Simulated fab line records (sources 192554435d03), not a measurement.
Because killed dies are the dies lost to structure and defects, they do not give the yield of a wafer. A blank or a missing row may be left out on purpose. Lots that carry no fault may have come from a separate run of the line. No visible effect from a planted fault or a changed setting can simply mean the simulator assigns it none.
Chamber matching + flow n5_finfet + 4 sister chambers for N5_FIN_SAQP_MANDREL1_REMOVE_56 on rie_si-06
The step chemistry HBr/Cl2/O2, target a-Si, stops on SiNx, bt time 10 s. 7 wafers are shown with their chamber, then 7 later ones without.

== WAFERS, EACH WITH ITS CHAMBER ==
| wafer  | chamber | drypump_motor_current_A (A) | throttle_valve_pct (%) |
|--------|---------|-----------------------------|------------------------|
| L087.4 | 0       | 5.6                         | 36.99                  |
| L088.2 | 1       | 5.2                         | 36.64                  |
| L090.1 | 3       | 5.4                         | 37.03                  |
| L090.2 | 1       | 5.2                         | 36.60                  |
| L090.3 | 0       | 5.7                         | 36.99                  |
| L092.1 | 2       | 6.7                         | 36.92                  |
| L092.2 | 3       | 5.4                         | 37.01                  |

== WAFERS WITH NO CHAMBER GIVEN ==
| wafer  | drypump_motor_current_A (A) | throttle_valve_pct (%) |
|--------|-----------------------------|------------------------|
| L092.3 | 5.2                         | 36.64                  |
| L093.3 | 5.4                         | 37.02                  |
| L093.4 | 5.2                         | 36.62                  |
| L093.6 | 5.4                         | 37.00                  |
| L096.1 | 5.7                         | 36.99                  |
| L096.2 | 5.4                         | 37.02                  |
| L096.5 | 5.2                         | 36.64                  |

== WHICH CHAMBER EACH WENT THROUGH ==
| wafer  | from the rows above | in truth |
|--------|---------------------|----------|
| L092.3 | 1                   | 1        |
| L093.3 | 3                   | 3        |
| L093.4 | 1                   | 1        |
| L093.6 | 3                   | 3        |
| L096.1 | 0                   | 0        |
| L096.2 | 3                   | 3        |
| L096.5 | 1                   | 1        |
Placed correctly: 7 of 7. Can't be placed from these rows: 0. Number placed wrongly: 0.
How it was worked out, from the rows above alone: a wafer's distance from a chamber is the root of the sum, over the readings, of the square of ((its reading less the chamber's mean) divided by the reading's scatter). If the next closest chamber is less than 2 further off than the closest, the wafer can't be placed; otherwise it belongs to the closest. For every chamber, the mean is computed from those of its wafers that are shown. The scatter is the square root of a quotient: the sum, over the shown wafers, of each reading's squared deviation from its chamber's mean, divided by wafers minus chambers.
